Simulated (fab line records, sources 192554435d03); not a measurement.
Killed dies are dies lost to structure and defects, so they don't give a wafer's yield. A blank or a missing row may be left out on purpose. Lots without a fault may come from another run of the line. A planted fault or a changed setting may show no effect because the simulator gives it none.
Chamber matching | flow n5_finfet | N5_BEOL_M9_ETCH_61 on rie_diel-03: 4 sister chambers
The step etches SiARC in CF4, target depth 39 nm, time 65 s. 4 wafers are shown with their chamber, then 9 later ones without.

WAFERS WITH THEIR CHAMBER
wafer  | chamber | drypump_motor_current_A (A)
L079.3 | 3       | 5.4
L085.2 | 2       | 6.6
L085.5 | 0       | 5.6
L085.6 | 1       | 4.9

WAFERS WITHOUT THEIR CHAMBER
wafer  | drypump_motor_current_A (A)
L090.3 | 5.4
L090.5 | 5.7
L090.6 | 5.4
L092.1 | 4.9
L092.3 | 5.4
L092.6 | 6.6
L093.2 | 6.6
L093.4 | 4.9
L093.6 | 5.5

WHICH CHAMBER EACH WENT THROUGH
wafer  | from the rows above     | in truth
L090.3 | 3                       | 3
L090.5 | 0                       | 0
L090.6 | 3                       | 3
L092.1 | 1                       | 1
L092.3 | 3                       | 3
L092.6 | 2                       | 2
L093.2 | 2                       | 2
L093.4 | 1                       | 1
L093.6 | can't be placed: 0 or 3 | 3
Placed correctly: 8 of 9. Can't be placed from these rows: 1 (the true chamber is among the candidates in 1). Placed wrongly: 0.
How it was worked out, from the rows above alone: a wafer's distance from a chamber is the root of the sum, over the readings, of the square of ((its reading less the chamber's mean) divided by the reading's scatter). The wafer belongs to the nearest chamber; if the next one is less than 2 further off, it can't be placed. A chamber's mean is the mean of its shown wafers. The scatter: with one shown wafer a chamber, the root of the mean of the squares of how far each hidden wafer lies from its nearest shown one.
